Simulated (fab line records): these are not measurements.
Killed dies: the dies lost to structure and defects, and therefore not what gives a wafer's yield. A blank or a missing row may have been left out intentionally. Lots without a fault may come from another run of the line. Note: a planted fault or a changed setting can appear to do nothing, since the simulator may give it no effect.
fab line records | flow nandHarc | part 1 of 2: steps 1 to 27 of 36
[record] lots = 5 wafers = 15 lastDay = 30
route steps=1302 shown A_BONDPAD@1225 HYBRID_BOND@1237 THIN_TSV@1244
lots that met no fault: taken from a fault-free run of the same line
startH: start of the lot's first displayed wafer, in hours after the record's first day | waitH: how many hours have passed since the lot's step before this one | " identical to the entry in the row above | L1.1+2: a single row standing in for several wafers | - no value present, or no start provided | * or withheld: withheld | < > ~ a bound
route shown NAME@n: a module of which the file shows steps, and the number in the route of the first | usual: mean/standard deviation taken from wafers without a fault | same: alike in all rows | chamber/n: place in a boat | sites: each site's reading | _std_site: standard deviation across them | _edge_site: inner sites' mean taken away from outer sites' mean | radiusMm: how far each site lies from the wafer's centre | mask NAME#n: copy n | behind: the most recent tool/chamber to have shaped the wafer | hold: why the lot went on hold/how many hours it stayed there/how the hold came to an end | device: whichever transistor did not switch (one of n, p or np) | end of line: the route-end tests of the same wafers | step lacking rows: just its recipe | killed: count of dies lost to structure and defects at first sort (not the wafer's yield) | map: shows each die of a wafer: x if killed, . if not, _ if none is there
set.NAME: the setting the step ran with; set.NAME@STEP: the setting that earlier step ran with | model.NAME: the simulator's own value behind a step, which no gauge read
lots seen at some steps along the route; tables by step, rows by wafer
services: the hour from which a tool's chamber was out of use, counted from the record's first day as startH (under 0 if before that day), plus the number of hours and why
[[steps]]
[step NHARC_A_BONDPAD_DEGAS_25]
[recipe] tempC = 300 timeS = 60
[usual] heaterPowerW = 458/48
// columns lot.wafer tool chamber startH waitH heaterPowerW
L078.3 pvdSputter-01 - 558.19 - 469
L078.1 " - " " 443
L078.6 " - " " 408
L080.3 pvdSputter-03 - 600.32 - 503
L080.2 " - " " 493
L080.6 " - " " 507
L084.1 pvdSputter-03 - 648.08 - 444
L084.2 " - " " 488
L084.5 " - " " 495
L086.1 pvdSputter-03 - 650.58 - 491
L086.3 " - " " 513
L086.6 " - " " 501
L089.1 pvdSputter-01 - 696.21 - 416
L089.3 " - " " 475
L089.2 " - " " 416
[step NHARC_A_BONDPAD_PRE_CLEAN_26]
[recipe] timeS = 30 tempC = 280 gas = H2/He
[usual] heaterPowerW = 401/42
// columns lot.wafer tool chamber startH waitH heaterPowerW
L078.3 pvdSputter-01 - - - 423
L078.1 " - " " 371
L078.6 " - " " 393
L080.3 pvdSputter-03 - - - 425
L080.2 " - " " 446
L080.6 " - " " 444
L084.2 pvdSputter-03 - - - 397
L084.1 " - " " 430
L084.5 " - " " 394
L086.1 pvdSputter-03 - - - 419
L086.3 " - " " 436
L086.6 " - " " 415
L089.2 pvdSputter-01 - - - 308
L089.1 " - " " 367
L089.3 " - " " 366
[step NHARC_A_BONDPAD_PVD_17]
[recipe] targetThkA = 50 biasV = 168.6 powerW = 15000 chamberPressurePa = 0.12 timeS = 8.06 substrateTempC = 50 material = TaN
[usual] cathodeDcPowerW = 15000/2.9 throttleValvePct = 30.2/1.1
// columns lot.wafer tool chamber startH waitH cathodeDcPowerW throttleValvePct
L078.3 pvdSputter-01 - - - 15004 29.2
L078.1 " - " " 14999 30.8
L078.6 " - " " 14998 30.9
L080.2 pvdSputter-03 - - - 15006 29.0
L080.3 " - " " 14995 31.0
L080.6 " - " " 14997 29.0
L084.2 pvdSputter-03 - - - 15000 30.7
L084.1 " - " " 15003 28.7
L084.5 " - " " 14997 30.6
L086.3 pvdSputter-03 - - - 15000 28.8
L086.1 " - " " 15003 30.4
L086.6 " - " " 15002 31.9
L089.2 pvdSputter-01 - - - 14997 30.0
L089.3 " - " " 14999 29.4
L089.1 " - " " 15000 29.4
[step NHARC_A_BONDPAD_PVD_27]
[recipe] targetThkA = 300 chamberPressurePa = 5 powerW = 5000 substrateTempC = 30 timeS = 20.49 material = Cu
[usual] cathodeDcPowerW = 5000.1/0.9 throttleValvePct = 30.2/1.1
// columns lot.wafer tool chamber startH waitH cathodeDcPowerW throttleValvePct
L078.3 pvdSputter-01 - - - 4998.7 31.1
L078.1 " - " " 5000.2 31.0
L078.6 " - " " 4999.8 29.3
L080.2 pvdSputter-03 - - - 5000.3 31.0
L080.3 " - " " 4999.6 31.9
L080.6 " - " " 5000.8 30.9
L084.1 pvdSputter-03 - - - 5000.8 28.9
L084.2 " - " " 4998.6 32.0
L084.5 " - " " 5000.2 28.7
L086.1 pvdSputter-03 - - - 5000.4 30.6
L086.3 " - " " 4998.0 28.9
L086.6 " - " " 4999.3 31.8
L089.3 pvdSputter-01 - - - 4999.4 29.3
L089.2 " - " " 4999.7 31.3
L089.1 " - " " 4999.3 30.2
[step NHARC_A_BONDPAD_ECD_18]
[recipe] targetThkA = 4000 bathTempC = 25 material = Cu
// columns lot.wafer tool chamber startH waitH
L078.1+3+6 ecdCu-02 0,1,0 558.60 -
L080.2+3+6 ecdCu-01 0,1,0 600.73 -
L084.1+2+5 ecdCu-02 0,1,1 648.43 -
L086.1+3+6 ecdCu-01 1,0,1 650.95 -
L089.1+2+3 ecdCu-02 1,0,0 696.57 -
[step NHARC_A_BONDPAD_ANNEAL_28]
[recipe] tempC = 225 timeS = 90
[usual] annealTempC = 224.99/0.16 wafer_temp_C_max = 225.69/0.29
// columns lot.wafer tool chamber startH waitH annealTempC wafer_temp_C_max
L078.1 rtpAnneal-01 0 558.92 - 224.79 225.65
L078.3 " 0 " " 224.84 225.50
L078.6 " 0 " " 225.30 225.78
L080.2 rtpAnneal-01 0 601.11 0.3 225.32 225.81
L080.3 " 0 " " 225.23 225.84
L080.6 " 0 " " 225.07 225.88
L084.1 rtpAnneal-01 0 648.81 0.3 224.84 225.47
L084.2 " 0 " " 224.95 225.70
L084.5 " 0 " " 225.13 225.75
L086.1 rtpAnneal-02 0 651.36 - 224.80 225.66
L086.3 " 0 " " 224.99 225.56
L086.6 " 0 " " 224.82 225.89
L089.1 rtpAnneal-01 0 696.95 - 225.01 225.68
L089.2 " 0 " " 224.78 225.70
L089.3 " 0 " " 225.01 225.39
[step NHARC_A_BONDPAD_CMP_19]
[recipe] tOverpolishS = 30 cuRecessTouchS = 16 targetThkNm = 169.82
[usual] motorCurrentA = 12.6/0.85 overpolishRunS = 30.001/0.0088 slurryFlowMlMin = 150.0/0.45
// columns lot.wafer tool chamber startH waitH motorCurrentA overpolishRunS slurryFlowMlMin
L078.1 cmp-04 2 559.26 - 12.5 30.002 149.6
L078.3 " 1 " " 12.2 30.008 149.5
L078.6 " 2 " " 12.4 29.989 150.4
L080.3 cmp-01 1 601.40 - 13.5 29.997 149.6
L080.2 " 3 " " 12.3 29.994 149.7
L080.6 " 1 " " 13.9 30.008 150.1
L084.1 cmp-01 1 649.15 - 13.4 30.009 149.6
L084.2 " 3 " " 13.2 30.011 150.3
L084.5 " 1 " " 13.6 30.002 150.0
L086.3 cmp-01 2 651.73 - 12.5 30.004 149.9
L086.1 " 3 " " 11.8 29.989 150.4
L086.6 " 1 " " 14.0 30.005 149.5
L089.1 cmp-03 2 697.29 - 12.0 29.989 150.7
L089.3 " 3 " " 15.3 30.000 150.1
L089.2 " 1 " " 12.6 30.009 150.6
[step NHARC_A_BONDPAD_THK_MEAS_20]
[recipe] thkMeasGauge = xrf
[usual] thkNm = 169.5/1.3
// columns lot.wafer tool chamber startH waitH thkNm
L078.1 filmMetro-01 - 559.59 - 166.2
L078.3 " - " " 169.2
L078.6 " - " " 169.7
L080.2 filmMetro-02 - 601.72 - 169.0
L080.3 " - " " 167.6
L080.6 " - " " 170.8
L084.1 filmMetro-01 - 649.47 - 168.4
L084.2 " - " " 168.5
L084.5 " - " " 167.8
L086.1 filmMetro-01 - 652.03 - 169.1
L086.3 " - " " 169.0
L086.6 " - " " 171.2
L089.1 filmMetro-01 - 697.61 - 169.6
L089.2 " - " " 171.8
L089.3 " - " " 171.3
[step NHARC_A_BONDPAD_SRD_21]
[recipe] timeS = 30 tempC = 23 dryTimeS = 20 spinRpm = 1500
[usual] co2ResistivityMohmCm = 0.2002/0.0021
// columns lot.wafer tool chamber startH waitH co2ResistivityMohmCm
L078.6 wetBench-10 1 559.63 0.0 0.2011
L078.1 " 2 " " 0.2037
L078.3 " 4 " " 0.1959
L080.6 wetBench-08 7 601.77 0.0 0.2009
L080.3 " 1 " " 0.1978
L080.2 " 3 " " 0.1958
L084.2 wetBench-10 1 649.52 0.0 0.2014
L084.1 " 4 " " 0.2004
L084.5 " 5 " " 0.2008
L086.6 wetBench-10 4 652.07 0.0 0.1976
L086.3 " 5 " " 0.1960
L086.1 " 6 " " 0.1992
L089.1 wetBench-10 4 697.65 0.0 0.1984
L089.2 " 6 " " 0.2021
L089.3 " 0 " " 0.2028
[step NHARC_A_BONDPAD_INSPECT_23]
[usual] rawDefectCount = 598/150
// columns lot.wafer tool chamber startH waitH rawDefectCount
L078.1 defectInspect-02 - 559.81 0.0 612
L078.3 " - " " 732
L078.6 " - " " 866
L080.2 defectInspect-01 - 601.93 0.0 414
L080.3 " - " " 742
L080.6 " - " " 848
L084.1 defectInspect-02 - 649.70 0.0 478
L084.2 " - " " 386
L084.5 " - " " 367
L086.1 defectInspect-02 - 652.25 0.0 709
L086.3 " - " " 787
L086.6 " - " " 760
L089.1 defectInspect-01 - 697.84 0.0 578
L089.2 " - " " 629
L089.3 " - " " 678
[step NHARC_HYBRID_BOND_ACTIVATE_00]
[recipe] timeS = 60 n2FlowSccm = 200 arFlowSccm = 0 biasPowerW = 0 chemistry = N2
[usual] drypumpMotorCurrentA = 5.8/0.36 oesProductAu = 0.995/0.0076 rfVppV = 64.3/0.88 showerheadPlenumPTorr = 1.79/0.083
[same] biasPowerW = 0
// columns lot.wafer tool chamber startH waitH drypumpMotorCurrentA oesProductAu rfHoursCounterH rfVppV showerheadPlenumPTorr
L078.1 rieDiel-11 2 559.87 0.1 6.1 1.000 10 65.1 1.87
L078.3 " 1 " " 5.7 0.985 10 64.2 1.83
L078.6 " 3 " " 5.4 0.986 - 64.1 1.80
L080.2 rieDiel-11 0 602.00 0.1 6.1 0.998 14 64.3 1.63
L080.3 " 2 " " 6.1 1.010 13 65.0 1.87
L080.6 " 3 " " 5.5 0.989 - 64.3 1.80
L084.1 rieDiel-11 3 649.77 0.1 5.4 0.996 3 64.3 1.80
L084.2 " 1 " " 5.6 0.988 3 65.0 1.83
L084.5 " 3 " " 5.4 0.998 - 64.8 1.80
L086.1 rieDiel-11 1 652.31 0.1 5.6 0.977 4 65.4 1.83
L086.3 " 3 " " 5.4 0.991 3 63.9 1.80
L086.6 " 2 " " 6.1 0.995 - 64.3 1.87
L089.3 rieDiel-11 3 697.90 0.1 5.4 1.000 8 65.1 1.79
L089.2 " 0 " " 6.1 0.994 8 63.2 1.63
L089.1 " 2 " " 6.1 0.999 8 64.9 1.87
[step NHARC_HYBRID_BOND_PRECLEAN_01]
[recipe] timeS = 300 tempC = 23 chemistry = DIW
// columns lot.wafer tool chamber startH waitH
L078.6+3+1 wetBench-10 2,3,4 560.03 0.1
L080.2+6+3 wetBench-08 1,2,4 602.17 0.2
L084.5+1+2 wetBench-10 7,0,2 649.92 0.1
L086.6+3+1 wetBench-10 3,4,6 652.49 0.1
L089.2+1+3 wetBench-10 7,0,1 698.06 0.1
[step NHARC_HYBRID_BOND_SRD_02]
[recipe] timeS = 30 tempC = 23 dryTimeS = 20 spinRpm = 1500
[usual] co2ResistivityMohmCm = 0.1999/0.0019
// columns lot.wafer tool chamber startH waitH co2ResistivityMohmCm
L078.6 wetBench-10 2 - - 0.1951
L078.3 " 3 " " 0.2011
L078.1 " 4 " " 0.2053
L080.2 wetBench-08 1 - - 0.1982
L080.6 " 2 " " 0.2000
L080.3 " 4 " " 0.2000
L084.5 wetBench-10 7 - - 0.1999
L084.1 " 0 " " 0.2022
L084.2 " 2 " " 0.2031
L086.6 wetBench-10 3 - - 0.2003
L086.3 " 4 " " 0.2010
L086.1 " 6 " " 0.1998
L089.2 wetBench-10 7 - - 0.1989
L089.1 " 0 " " 0.2004
L089.3 " 1 " " 0.1998
[step NHARC_HYBRID_BOND_BOND_03]
[recipe] tempC = 25
// columns lot.wafer tool chamber startH waitH
L078.1+3+6 waferBonder-01 0 560.28 -
L080.2+3+6 waferBonder-01 0 602.54 -
L084.1+2+5 waferBonder-01 0 650.17 -
L086.1+3+6 waferBonder-01 0 652.72 -
L089.1+2+3 waferBonder-01 0 698.30 -
[step NHARC_HYBRID_BOND_ANNEAL_04]
[recipe] tempC = 300 timeS = 7200 rampUpCPerMin = 5 rampDownCPerMin = 3 idleTempC = 100 pressureAtm = 1
[usual] zonePowerUpperPct = 2.63/0.22
// columns lot.wafer tool chamber startH waitH zonePowerUpperPct
L078.1 furnace-08 0 564.57 4.1 2.53
L078.3 " 0 " " 2.51
L078.6 " 0 " " 2.58
L080.2 furnace-08 0 605.05 2.4 2.55
L080.3 " 0 " " 2.58
L080.6 " 0 " " 2.58
L084.1 furnace-08 0 654.68 4.4 2.57
L084.2 " 0 " " 2.55
L084.5 " 0 " " 2.53
L086.1 furnace-08 0 654.68 1.8 2.58
L086.3 " 0 " " 2.53
L086.6 " 0 " " 2.54
L089.1 furnace-08 0 702.59 4.1 2.55
L089.2 " 0 " " 2.52
L089.3 " 0 " " 2.60
[step NHARC_HYBRID_BOND_OVL_MEAS_05]
[usual] overlayXNm = -2/34 overlayYNm = 4/29
// columns lot.wafer tool chamber startH waitH overlayXNm overlayYNm
L078.1 overlay-01 - 569.31 0.4 14 37
L078.3 " - " " -36 10
L078.6 " - " " -19 -16
L080.2 overlay-02 - 609.72 0.4 -4 43
L080.3 " - " " 10 -27
L080.6 " - " " 48 -13
L086.1 overlay-02 - 659.44 0.4 39 -7
L086.3 " - " " -85 -50
L086.6 " - " " -17 -14
L084.1 overlay-01 - 659.44 0.4 -19 -57
L084.2 " - " " -6 2
L084.5 " - " " -20 27
L089.1 overlay-02 - 707.30 0.4 30 13
L089.2 " - " " 13 35
L089.3 " - " " -58 8
[step NHARC_HYBRID_BOND_INSPECT_06]
[recipe] inspectInstrument = irVoid
[usual] rawDefectCount = 95/42
// columns lot.wafer tool chamber startH waitH rawDefectCount
L078.1 defectInspect-02 - 569.36 0.0 143
L078.3 " - " " 157
L078.6 " - " " 174
L080.2 defectInspect-02 - 609.77 0.1 25
L080.3 " - " " 27
L080.6 " - " " 30
L084.1 defectInspect-01 - 659.49 0.0 30
L084.2 " - " " 28
L084.5 " - " " 30
L086.1 defectInspect-02 - 659.49 0.0 133
L086.3 " - " " 130
L086.6 " - " " 110
L089.1 defectInspect-01 - 707.36 0.0 126
L089.2 " - " " 107
L089.3 " - " " 134
[step NHARC_THIN_TSV_GRIND_00]
[recipe] targetThkUm = 6
[usual] motorCurrentA = 12.002/0.022 slurryFlowMlMin = 150.2/0.42
// columns lot.wafer tool chamber startH waitH motorCurrentA slurryFlowMlMin
L078.1 grinder-01 0 569.51 0.1 11.991 149.9
L078.3 " 0 " " 11.966 150.4
L078.6 " 0 " " 12.007 150.5
L080.2 grinder-01 0 610.12 0.3 11.991 150.1
L080.3 " 0 " " 11.978 150.0
L080.6 " 0 " " 11.978 149.5
L086.1 grinder-01 0 659.64 0.1 11.982 149.9
L086.3 " 0 " " 12.005 150.0
L086.6 " 0 " " 12.026 150.2
L084.1 grinder-01 0 660.84 1.3 12.016 150.2
L084.2 " 0 " " 12.023 149.8
L084.5 " 0 " " 11.989 150.2
L089.1 grinder-01 0 707.51 0.1 12.034 150.4
L089.2 " 0 " " 12.012 150.0
L089.3 " 0 " " 11.978 150.5
[step NHARC_THIN_TSV_CMP_01]
[recipe] targetThkUm = 3
[usual] motorCurrentA = 12.3/1.3 slurryFlowMlMin = 150.0/0.43
// columns lot.wafer tool chamber startH waitH motorCurrentA slurryFlowMlMin
L078.3 cmp-04 3 570.74 0.6 13.7 150.1
L078.1 " 1 " " 11.4 149.6
L078.6 " 3 " " 12.4 150.0
L080.3 cmp-02 1 611.14 0.6 12.4 150.2
L080.2 " 2 " " 12.3 150.0
L080.6 " 1 " " 12.0 151.1
L086.1 cmp-04 1 660.88 1.0 11.4 149.3
L086.3 " 3 " " 13.0 150.2
L086.6 " 2 " " 13.0 150.1
L084.2 cmp-02 3 662.21 1.0 12.3 150.6
L084.1 " 0 " " 9.1 150.5
L084.5 " 0 " " 8.6 149.4
L089.1 cmp-02 3 708.76 1.1 12.3 150.2
L089.2 " 0 " " 8.8 150.3
L089.3 " 1 " " 12.4 150.8
[step NHARC_THIN_TSV_THK_MEAS_02]
[recipe] thkMeasGauge = ir
[usual] thkNm = 2950/250
// columns lot.wafer tool chamber startH waitH thkNm
L078.1 filmMetro-01 - 570.98 - 2902
L078.3 " - " " 2684
L078.6 " - " " 2631
L080.2 filmMetro-02 - 611.40 - 3131
L080.3 " - " " 2929
L080.6 " - " " 3416
L086.1 filmMetro-01 - 661.14 - 2848
L086.3 " - " " 2699
L086.6 " - " " 2625
L084.1 filmMetro-02 - 662.48 - 2959
L084.2 " - " " 3583
L084.5 " - " " 3195
L089.1 filmMetro-01 - 708.99 - 2696
L089.2 " - " " 3099
L089.3 " - " " 2934
[step NHARC_THIN_TSV_SRD_03]
// columns lot.wafer tool chamber startH waitH
L078.1+6+3 wetBench-08 5,7,1 571.02 0.0
L080.6+3+2 wetBench-08 5,6,0 611.45 0.0
L086.3+6+1 wetBench-10 0,1,3 661.19 0.0
L084.1+2+5 wetBench-08 1,4,5 662.53 0.0
L089.2+3+1 wetBench-10 5,7,1 709.04 0.0
[step NHARC_THIN_TSV_PRECLEAN_41]
[recipe] timeS = * tempC = 50 bathAgeMin = 0 chemistry = SC1
// columns lot.wafer tool chamber startH waitH
L078.1+6+3 wetBench-08 5,7,1 571.05 0.0
L080.6+3+2 wetBench-08 5,6,0 611.47 0.0
L086.3+6+1 wetBench-10 0,1,3 661.21 0.0
L084.1+2+5 wetBench-08 1,4,5 662.55 0.0
L089.2+3+1 wetBench-10 5,7,1 709.06 0.0
[step NHARC_THIN_TSV_SRD_42]
// columns lot.wafer tool chamber startH waitH
L078.1+6+3 wetBench-08 5,7,1 - -
L080.6+3+2 wetBench-08 5,6,0 - -
L086.3+6+1 wetBench-10 0,1,3 - -
L084.1+2+5 wetBench-08 1,4,5 - -
L089.2+3+1 wetBench-10 5,7,1 - -
[step NHARC_THIN_TSV_DEP_43]
[recipe] targetThkA = 13285 tempC = withheld pressureTorr = 6.5 rfW = 900 teosFlowSccm = 161.4 flowSccm = 2650 targetThkNm = 1328.5 gas = O2 material = SiO2
[usual] chamberPressureTorr = 6.500/0.015 throttleValvePct = 16.1/0.52
// columns lot.wafer tool chamber startH waitH chamberPressureTorr throttleValvePct
L078.3 pecvd-03 0 571.20 - 6.519 15.7
L078.1 " 2 " " 6.494 16.4
L078.6 " 2 " " 6.508 16.5
L080.2 pecvd-02 0 611.62 - 6.498 16.1
L080.3 " 2 " " 6.479 15.7
L080.6 " 2 " " 6.492 15.9
L086.1 pecvd-01 0 661.36 - 6.505 17.0
L086.3 " 2 " " 6.499 16.3
L086.6 " 0 " " 6.512 16.7
L084.2 pecvd-01 0 662.70 - 6.492 17.0
L084.1 " 2 " " 6.482 16.5
L084.5 " 0 " " 6.484 16.9
L089.2 pecvd-02 1 709.22 - 6.498 15.0
L089.3 " 2 " " 6.495 16.2
L089.1 " 0 " " 6.489 16.5
[step NHARC_THIN_TSV_DEHYDRATE_04]
[recipe] tempC = 150 timeS = 120
[usual] exhaustPa = 45.1/0.8
// columns lot.wafer tool chamber startH waitH exhaustPa
L078.1 lithoTrack-05 0 571.61 - 43.8
L078.3 " 0 " " 44.4
L078.6 " 0 " " 44.7
L080.2 lithoTrack-02 0 612.03 - 45.3
L080.3 " 0 " " 45.5
L080.6 " 0 " " 44.8
L086.1 lithoTrack-02 0 661.90 0.5 45.1
L086.3 " 0 " " 45.1
L086.6 " 0 " " 45.0
L084.1 lithoTrack-05 0 663.24 0.4 45.2
L084.2 " 0 " " 47.1
L084.5 " 0 " " 46.4
L089.1 lithoTrack-05 0 709.62 - 44.0
L089.2 " 0 " " 45.9
L089.3 " 0 " " 45.1
[step NHARC_THIN_TSV_HMDS_05]
[recipe] timeS = 30
[usual] exhaustPa = 44.8/0.89
// columns lot.wafer tool chamber startH waitH exhaustPa
L078.1 lithoTrack-05 0 - - 42.9
L078.3 " 0 " " 44.2
L078.6 " 0 " " 43.7
L080.2 lithoTrack-02 0 - - 45.3
L080.3 " 0 " " 44.8
L080.6 " 0 " " 45.9
L086.1 lithoTrack-02 0 - - 44.1
L086.3 " 0 " " 44.0
L086.6 " 0 " " 43.9
L084.1 lithoTrack-05 0 - - 45.8
L084.2 " 0 " " 45.3
L084.5 " 0 " " 44.2
L089.1 lithoTrack-05 0 - - 44.7
L089.2 " 0 " " 45.5
L089.3 " 0 " " 44.4
[step NHARC_THIN_TSV_COAT_06]
[recipe] spinRpm = *
[usual] exhaustPa = 45.0/0.97
// columns lot.wafer tool chamber startH waitH exhaustPa
L078.1 lithoTrack-05 0 - - 45.9
L078.3 " 0 " " 46.1
L078.6 " 0 " " 45.2
L080.2 lithoTrack-02 0 - - 45.0
L080.3 " 0 " " 45.5
L080.6 " 0 " " 46.7
L086.1 lithoTrack-02 0 - - 45.1
L086.3 " 0 " " 44.0
L086.6 " 0 " " 45.4
L084.1 lithoTrack-05 0 - - 44.6
L084.2 " 0 " " 45.5
L084.5 " 0 " " 46.0
L089.1 lithoTrack-05 0 - - 44.1
L089.2 " 0 " " 43.1
L089.3 " 0 " " 44.9
